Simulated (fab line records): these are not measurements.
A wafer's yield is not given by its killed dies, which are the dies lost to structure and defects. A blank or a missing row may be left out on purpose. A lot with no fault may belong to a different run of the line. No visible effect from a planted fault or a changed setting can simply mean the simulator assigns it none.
Lot-split experiment / flow n5 finfet / 7 lots, 21 wafers read, on a route of 1938 steps

## ON THE SPLIT
At N5_BEOL_M4_ETCH_64 (etches SOC in N2/H2, target depth 75 nm, overetch 22.5 nm, time 121.9 s), the setting bias w was moved away from the recipe's 150 W on 7 of the 21 wafers read, by -16.5% to +17.5%. All remaining wafers had this setting at the recipe value.

The split's own step is where the reading is taken.

## THE READING
rf vpp V, in V, at N5_BEOL_M4_ETCH_64 (etches SOC in N2/H2, target depth 75 nm, overetch 22.5 nm, time 121.9 s). On this fab line, fault-free wafers typically give 524.3 V with a standard deviation of 2.6 V.

wafer=L074.2; tool, chamber at the split=rie diel-04, 2; bias w as run, W=150; against the recipe=recipe; rf vpp V, V=519.8; against lot-mates on the recipe=-
wafer=L074.4; tool, chamber at the split=rie diel-04, 0; bias w as run, W=150; against the recipe=recipe; rf vpp V, V=520.1; against lot-mates on the recipe=-
wafer=L074.6; tool, chamber at the split=rie diel-04, 2; bias w as run, W=150; against the recipe=recipe; rf vpp V, V=520.0; against lot-mates on the recipe=-
wafer=L080.2; tool, chamber at the split=rie diel-02, 2; bias w as run, W=150; against the recipe=recipe; rf vpp V, V=525.3; against lot-mates on the recipe=-
wafer=L080.5; tool, chamber at the split=rie diel-02, 1; bias w as run, W=150; against the recipe=recipe; rf vpp V, V=525.2; against lot-mates on the recipe=-
wafer=L080.6; tool, chamber at the split=rie diel-02, 2; bias w as run, W=150; against the recipe=recipe; rf vpp V, V=525.4; against lot-mates on the recipe=-
wafer=L081.1; tool, chamber at the split=rie diel-03, 2; bias w as run, W=150; against the recipe=recipe; rf vpp V, V=523.7; against lot-mates on the recipe=-
wafer=L081.3; tool, chamber at the split=rie diel-03, 3; bias w as run, W=131.2; against the recipe=-12.5%; rf vpp V, V=486.7; against lot-mates on the recipe=-37.0
wafer=L081.5; tool, chamber at the split=rie diel-03, 0; bias w as run, W=131.2; against the recipe=-12.5%; rf vpp V, V=479.9; against lot-mates on the recipe=-43.8
wafer=L084.2; tool, chamber at the split=rie diel-03, 0; bias w as run, W=125.2; against the recipe=-16.5%; rf vpp V, V=466.4; against lot-mates on the recipe=-57.5
wafer=L084.3; tool, chamber at the split=rie diel-03, 2; bias w as run, W=125.2; against the recipe=-16.5%; rf vpp V, V=468.4; against lot-mates on the recipe=-55.5
wafer=L084.4; tool, chamber at the split=rie diel-03, 1; bias w as run, W=150; against the recipe=recipe; rf vpp V, V=523.9; against lot-mates on the recipe=-
wafer=L085.1; tool, chamber at the split=rie diel-02, 0; bias w as run, W=150; against the recipe=recipe; rf vpp V, V=520.0; against lot-mates on the recipe=-
wafer=L085.2; tool, chamber at the split=rie diel-02, 2; bias w as run, W=173; against the recipe=+15.3%; rf vpp V, V=574.3; against lot-mates on the recipe=+50.5
wafer=L085.3; tool, chamber at the split=rie diel-02, 1; bias w as run, W=150; against the recipe=recipe; rf vpp V, V=527.5; against lot-mates on the recipe=-
wafer=L089.1; tool, chamber at the split=rie diel-03, 1; bias w as run, W=150; against the recipe=recipe; rf vpp V, V=523.7; against lot-mates on the recipe=-
wafer=L089.4; tool, chamber at the split=rie diel-03, 2; bias w as run, W=176.3; against the recipe=+17.5%; rf vpp V, V=580.8; against lot-mates on the recipe=+57.1
wafer=L089.6; tool, chamber at the split=rie diel-03, 3; bias w as run, W=176.3; against the recipe=+17.5%; rf vpp V, V=584.0; against lot-mates on the recipe=+60.3
wafer=L094.1; tool, chamber at the split=rie diel-03, 2; bias w as run, W=150; against the recipe=recipe; rf vpp V, V=523.9; against lot-mates on the recipe=-
wafer=L094.2; tool, chamber at the split=rie diel-03, 0; bias w as run, W=150; against the recipe=recipe; rf vpp V, V=521.6; against lot-mates on the recipe=-
wafer=L094.6; tool, chamber at the split=rie diel-03, 2; bias w as run, W=150; against the recipe=recipe; rf vpp V, V=523.3; against lot-mates on the recipe=-

THE FIT
A straight line over all 21 wafers: rf vpp V changes by +3.34 V for each +1% of bias w; r = +1.00; the points scatter about the line by 2.5 V.
The same after taking each lot's own level away (the mean of its wafers on the recipe; 21 wafers): +3.34 V for each +1%; r = +1.00; scatter 1.9 V.
That fit puts the effect of the largest move of bias w on the reading at 59 V.
Across the lots, their own levels run from 519.97 to 525.30 V, a range of 2.1 times the standard deviation given above.
The two slopes are in agreement: the lot-to-lot level therefore moves the slope only a little.
Check: for one of the wafers moved furthest among these (+17.5%), held out of the fit, the line's prediction against its lot-mates is +59 V. It came out at +57.1 V against them.
Tool readings at the split's step, against how far the setting was moved: rf vpp V r = +1.00.

## OTHER SPLITS APPLIED TO THESE WAFERS
These wafers also went through other splits before the reading. Each is held against what the fit with the lots' levels taken away leaves over:
other split on the same wafers=N5_BEOL_M3_EXPOSE_08 dose mj; wafers away from the commonest value=9; r with rf vpp V (lot level and that fit taken away)=-0.46
other split on the same wafers=N5_BEOL_M4_DESCUM_16 time s; wafers away from the commonest value=10; r with rf vpp V (lot level and that fit taken away)=-0.13

## THE WHOLE CHAIN: every reading that the file lists as answering this split, in the file's order
step=N5_BEOL_M4_ETCH_64; what it does=etches SOC in N2/H2, target depth 75 nm, overetch 22.5 nm, time 121.9 s; reading=rf vpp V; change (the file's fit)=+3.33 V for each +1% of the setting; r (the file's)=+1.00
step=N5_BEOL_M4_ETCH_64; what it does=etches SOC in N2/H2, target depth 75 nm, overetch 22.5 nm, time 121.9 s; reading=SiARC_of_BEOL_M4_COAT_62.thk nm (the simulator's own value, which no gauge read); change (the file's fit)=-0.0734 nm for each +1% of the setting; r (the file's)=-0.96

## THE FILE'S OWN FIT
rf vpp V changes by +3.33 V for each +1% of bias w, r = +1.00.
